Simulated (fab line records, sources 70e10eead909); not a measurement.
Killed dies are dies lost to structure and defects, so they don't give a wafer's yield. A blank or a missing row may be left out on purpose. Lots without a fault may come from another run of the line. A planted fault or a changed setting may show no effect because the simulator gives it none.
Which tool did it? | flow nand_harc | 13 lots, 36 wafers sampled, at 4 steps of a route of 1302

WHAT THE GAUGES READ, wafer by wafer
NHARC_END_WLT_00.
lot  | measured     | on        | VT_DECK1_BOTTOM   | VT_DECK1_BOTTOM_INNER | VT_DECK1_MEDIAN_NEAR_BOTTOM | VT_DECK1_MEDIAN_NEAR_BOTTOM_INNER | VT_DECK1_MIDDLE   | VT_DECK1_MIDDLE_INNER | VT_DECK1_TOP      | VT_DECK1_TOP_INNER | VT_DECK2_BOTTOM   | VT_DECK2_BOTTOM_INNER | VT_DECK2_MEDIAN_NEAR_BOTTOM | VT_DECK2_MEDIAN_NEAR_BOTTOM_INNER | VT_DECK2_MIDDLE   | VT_DECK2_MIDDLE_INNER | VT_DECK2_TOP      | VT_DECK2_TOP_INNER
L873 | day 25 01:39 | prober-02 | 0.867 0.875 0.870 | 0.873 0.874 0.876     | 0.865 0.873 0.878           | 0.880 0.869 0.869                 | 0.883 0.886 0.884 | 0.878 0.882 0.895     | 0.906 0.897 0.899 | 0.895 0.899 0.880  | 0.855 0.880 0.858 | 0.862 0.875 0.860     | 0.859 0.875 0.866           | 0.851 0.869 0.863                 | 0.875 0.882 0.875 | 0.876 0.880 0.878     | 0.895 0.889 0.890 | 0.885 0.891 0.892
L874 | day 25 09:52 | prober-01 | 0.880 0.881 0.884 | 0.878 0.880 0.876     | 0.878 0.881 0.883           | 0.874 0.878 0.890                 | 0.885 0.888 0.893 | 0.889 0.883 0.888     | 0.897 0.901 0.899 | 0.903 0.901 0.909  | 0.873 0.868 0.867 | 0.881 0.872 0.871     | 0.869 0.866 0.861           | 0.871 0.870 0.867                 | 0.880 0.877 0.880 | 0.891 0.879 0.881     | 0.897 0.896 0.892 | 0.895 0.906 0.886
L875 | day 25 01:39 | prober-01 | 0.891 0.885 0.887 | 0.901 0.881 0.886     | 0.888 0.888 0.887           | 0.889 0.885 0.895                 | 0.892 0.894 0.900 | 0.896 0.887 0.903     | 0.910 0.908 0.905 | 0.902 0.911 0.908  | 0.865 0.864 0.868 | 0.867 0.864 0.868     | 0.860 0.862 0.867           | 0.877 0.866 0.861                 | 0.879 0.888 0.875 | 0.874 0.873 0.872     | 0.891 0.889 0.887 | 0.894 0.888 0.884
L881 | day 27 08:44 | prober-02 | 0.866 0.867       | 0.862 0.860           | 0.864 0.870                 | 0.864 0.854                       | 0.877 0.870       | 0.883 0.875           | 0.890 0.889       | 0.891 0.893        | 0.866 0.868       | 0.865 0.863           | 0.857 0.865                 | 0.868 0.862                       | 0.880 0.874       | 0.875 0.871           | 0.881 0.891       | 0.884 0.892
L882 | day 28 08:20 | prober-02 | 0.873 0.872       | 0.871 0.880           | 0.875 0.878                 | 0.879 0.871                       | 0.884 0.885       | 0.883 0.891           | 0.901 0.895       | 0.897 0.898        | 0.875 0.880       | 0.872 0.869           | 0.866 0.877                 | 0.864 0.874                       | 0.889 0.896       | 0.878 0.894           | 0.898 0.883       | 0.896 0.893
L883 | day 28 09:19 | prober-01 | 0.878 0.867       | 0.882 0.876           | 0.883 0.875                 | 0.879 0.873                       | 0.885 0.890       | 0.885 0.887           | 0.897 0.907       | 0.899 0.902        | 0.871 0.884       | 0.875 0.877           | 0.872 0.874                 | 0.879 0.871                       | 0.894 0.883       | 0.884 0.891           | 0.900 0.897       | 0.899 0.897
L889 | day 30 20:09 | prober-02 | 0.862 0.867 0.863 | 0.860 0.855 0.860     | 0.855 0.865 0.861           | 0.862 0.869 0.868                 | 0.876 0.876 0.882 | 0.874 0.884 0.875     | 0.893 0.893 0.886 | 0.886 0.898 0.893  | 0.874 0.867 0.868 | 0.864 0.857 0.874     | 0.868 0.870 0.869           | 0.870 0.859 0.871                 | 0.878 0.873 0.876 | 0.873 0.880 0.878     | 0.880 0.897 0.891 | 0.892 0.892 0.894
L890 | day 31 03:29 | prober-02 | 0.860 0.871 0.872 | 0.871 0.872 0.872     | 0.860 0.872 0.860           | 0.864 0.861 0.868                 | 0.885 0.881 0.886 | 0.878 0.878 0.881     | 0.885 0.893 0.896 | 0.890 0.889 0.892  | 0.870 0.876 0.874 | 0.867 0.866 0.871     | 0.860 0.871 0.875           | 0.862 0.870 0.881                 | 0.880 0.877 0.873 | 0.882 0.881 0.887     | 0.895 0.893 0.890 | 0.894 0.898 0.894
L891 | day 32 04:29 | prober-01 | 0.862 0.865 0.867 | 0.870 0.866 0.874     | 0.862 0.883 0.871           | 0.861 0.873 0.872                 | 0.878 0.886 0.885 | 0.878 0.883 0.883     | 0.889 0.895 0.898 | 0.893 0.893 0.896  | 0.873 0.859 0.860 | 0.867 0.867 0.857     | 0.874 0.852 0.862           | 0.862 0.860 0.863                 | 0.876 0.874 0.871 | 0.873 0.880 0.873     | 0.889 0.883 0.883 | 0.887 0.889 0.888
L892 | day 32 14:15 | prober-01 | 0.862 0.865 0.864 | 0.856 0.862 0.859     | 0.867 0.870 0.863           | 0.861 0.871 0.864                 | 0.884 0.881 0.876 | 0.869 0.878 0.876     | 0.888 0.883 0.888 | 0.882 0.885 0.893  | 0.855 0.865 0.856 | 0.864 0.862 0.867     | 0.871 0.874 0.866           | 0.856 0.868 0.868                 | 0.876 0.877 0.882 | 0.877 0.887 0.870     | 0.893 0.889 0.876 | 0.880 0.890 0.881
L893 | day 33 00:16 | prober-02 | 0.860 0.867 0.863 | 0.866 0.864 0.874     | 0.866 0.871 0.875           | 0.873 0.864 0.867                 | 0.878 0.877 0.881 | 0.879 0.874 0.883     | 0.885 0.886 0.892 | 0.888 0.891 0.895  | 0.883 0.886 0.877 | 0.882 0.880 0.879     | 0.888 0.875 0.879           | 0.882 0.885 0.873                 | 0.896 0.894 0.893 | 0.886 0.888 0.890     | 0.903 0.903 0.899 | 0.904 0.901 0.899
L894 | day 34 02:35 | prober-01 | 0.870 0.863 0.869 | 0.853 0.872 0.868     | 0.863 0.869 0.866           | 0.862 0.867 0.872                 | 0.879 0.883 0.884 | 0.876 0.877 0.882     | 0.894 0.902 0.902 | 0.890 0.896 0.888  | 0.879 0.872 0.880 | 0.877 0.873 0.878     | 0.879 0.871 0.874           | 0.877 0.872 0.878                 | 0.892 0.884 0.885 | 0.890 0.890 0.896     | 0.908 0.901 0.898 | 0.894 0.910 0.898
L895 | day 34 02:35 | prober-02 | 0.883 0.883 0.881 | 0.876 0.876 0.882     | 0.873 0.884 0.882           | 0.879 0.892 0.880                 | 0.893 0.890 0.893 | 0.890 0.890 0.899     | 0.909 0.914 0.909 | 0.905 0.907 0.907  | 0.894 0.883 0.882 | 0.896 0.878 0.881     | 0.879 0.884 0.887           | 0.892 0.891 0.882                 | 0.911 0.896 0.899 | 0.904 0.896 0.896     | 0.910 0.912 0.913 | 0.909 0.910 0.909

NHARC_END_SORT_01.
lot  | measured     | on        | killed_at_array | killed_at_other | killed_at_periphery | killed_dies | killed_open | killed_short
L873 | day 25 04:56 | prober-02 | 67 69 57        | 0 1 0           | 1 0 6               | 68 70 63    | 2 2 2       | 2 6 3
L874 | day 25 13:27 | prober-01 | 63 49 54        | 0 1 0           | 6 5 3               | 69 55 57    | 2 1 3       | 3 4 1
L875 | day 25 04:55 | prober-01 | 23 15 20        | 3 2 1           | 8 5 12              | 34 22 33    | 3 3 3       | 4 2 4
L881 | day 27 12:02 | prober-02 | 69 93           | 3 2             | 68 3                | 140 98      | 0 4         | 5 3
L889 | day 30 23:26 | prober-02 | 52 58 74        | 0 0 0           | 4 8 3               | 56 66 77    | 4 0 1       | 1 3 3
L890 | day 31 06:31 | prober-02 | 29 66 65        | 2 2 1           | 4 2 5               | 35 70 71    | 2 1 4       | 3 4 2
L891 | day 32 08:04 | prober-01 | 104 85 73       | 2 0 2           | 4 6 6               | 110 91 81   | 3 4 4       | 5 2 2
L892 | day 32 17:13 | prober-01 | 80 67 74        | 3 1 1           | 11 9 2              | 94 77 77    | 4 5 9       | 2 1 3
L893 | day 33 03:35 | prober-02 | 33 37 38        | 0 1 0           | 4 4 1               | 37 42 39    | 4 2 4       | 0 1 2
L894 | day 34 06:13 | prober-01 | 69 69 50        | 0 0 0           | 10 7 3              | 79 76 53    | 2 5 4       | 3 1 1
L895 | day 34 06:13 | prober-02 | 40 27 53        | 1 3 1           | 5 3 6               | 46 33 60    | 4 1 5       | 2 4 3

WHICH TOOL RAN EACH LOT (tool, then ch and the chambers of the sampled wafers, then the start)
lot  | NHARC_P_STI_HDPCVD_20          | NHARC_THIN_TSV_DEP_47
L873 | hdpcvd-01 ch 0,1, day 3 12:52  | pecvd-01 ch 0,1, day 24 16:47
L874 | hdpcvd-01 ch 0,1, day 4 00:17  | pecvd-03 ch 0,1,2, day 24 12:11
L875 | hdpcvd-01 ch 0,1, day 4 14:11  | pecvd-01 ch 0,1,2, day 24 13:26
L881 | hdpcvd-01 ch 0,1, day 7 00:38  | pecvd-01 ch 1,2, day 26 21:50
L882 | hdpcvd-01 ch 1, day 7 12:33    | pecvd-03 ch 1,2, day 27 21:38
L883 | hdpcvd-01 ch 0,1, day 7 20:06  | pecvd-03 ch 0,2, day 27 22:47
L889 | hdpcvd-01 ch 0,1, day 10 10:00 | pecvd-01 ch 0,1, day 30 06:37
L890 | hdpcvd-01 ch 0,1, day 10 20:13 | pecvd-04 ch 0,1,2, day 30 12:16
L891 | hdpcvd-01 ch 0,1, day 11 05:55 | pecvd-01 ch 0,2, day 31 15:56
L892 | hdpcvd-01 ch 0,1, day 11 18:30 | pecvd-01 ch 1,2, day 32 04:19
L893 | hdpcvd-01 ch 0,1, day 11 22:56 | pecvd-04 ch 0,1,2, day 32 13:28
L894 | hdpcvd-01 ch 0,1, day 12 10:07 | pecvd-01 ch 1,2, day 33 12:38
L895 | hdpcvd-01 ch 0,1, day 12 18:17 | pecvd-04 ch 1,2, day 33 14:03
- NHARC_P_STI_HDPCVD_20: deposits SiO2.
- NHARC_THIN_TSV_DEP_47: deposits SiO2, target thk 200 nm.

WHAT THE TOOLS THEMSELVES READ (means of the sampled wafers that have a number; where no wafer has one, the mark that the record gives instead)
NHARC_THIN_TSV_DEP_47.
lot  | tool     | mfc_precursor_sccm (sccm) | throttle_valve_pct (%)
L873 | pecvd-01 | 161.3                     | 16.1
L874 | pecvd-03 | 161.8                     | 15.5
L875 | pecvd-01 | 162.1                     | 16.3
L881 | pecvd-01 | 161.7                     | 16.4
L882 | pecvd-03 | 161.9                     | 15.3
L883 | pecvd-03 | 161.2                     | 15.7
L889 | pecvd-01 | 162.0                     | 16.2
L890 | pecvd-04 | 161.4                     | 15.4
L891 | pecvd-01 | 161.0                     | 16.3
L892 | pecvd-01 | 161.6                     | 16.1
L893 | pecvd-04 | 161.5                     | 15.4
L894 | pecvd-01 | 161.5                     | 16.2
L895 | pecvd-04 | 161.1                     | 14.9

THE ANSWER, worked out from the rows above alone
Rule: what is usual is taken from the lots themselves. Put in order of their means at a reading, lots are off if they are a third of the lots or fewer, leave a main group of 4 or more, and stand apart from it by a gap of 3 or more times the standard deviation of the main group's means; of several such gaps the widest counts. A main group whose means are all the same, to the digits that the tables above print for the reading, isn't used. A lot without any number at a reading at which 4 lots or more have one is off too. The other lots that the step has rows for count as sound. The gauges are gone through in route order, then the tools' own readings, and for those a lot's mean is taken as printed above. The first step at which some lot is off is used, and at that step the reading that is off furthest; a lot without a number counts as furthest.
Off: L881, at NHARC_END_SORT_01 (killed_at_periphery). The main group: mean 5.1, standard deviation 1.8. Neither off nor sound, because the step has no rows for them: L882, L883.
A tool fits if, at a process step before that reading, it ran every lot that is off, and no sound lot after the first of them. The gauges at NHARC_END_SORT_01 are tried like those tools. None of those tried fits.

WHAT THE SIMULATOR HAD PUT IN
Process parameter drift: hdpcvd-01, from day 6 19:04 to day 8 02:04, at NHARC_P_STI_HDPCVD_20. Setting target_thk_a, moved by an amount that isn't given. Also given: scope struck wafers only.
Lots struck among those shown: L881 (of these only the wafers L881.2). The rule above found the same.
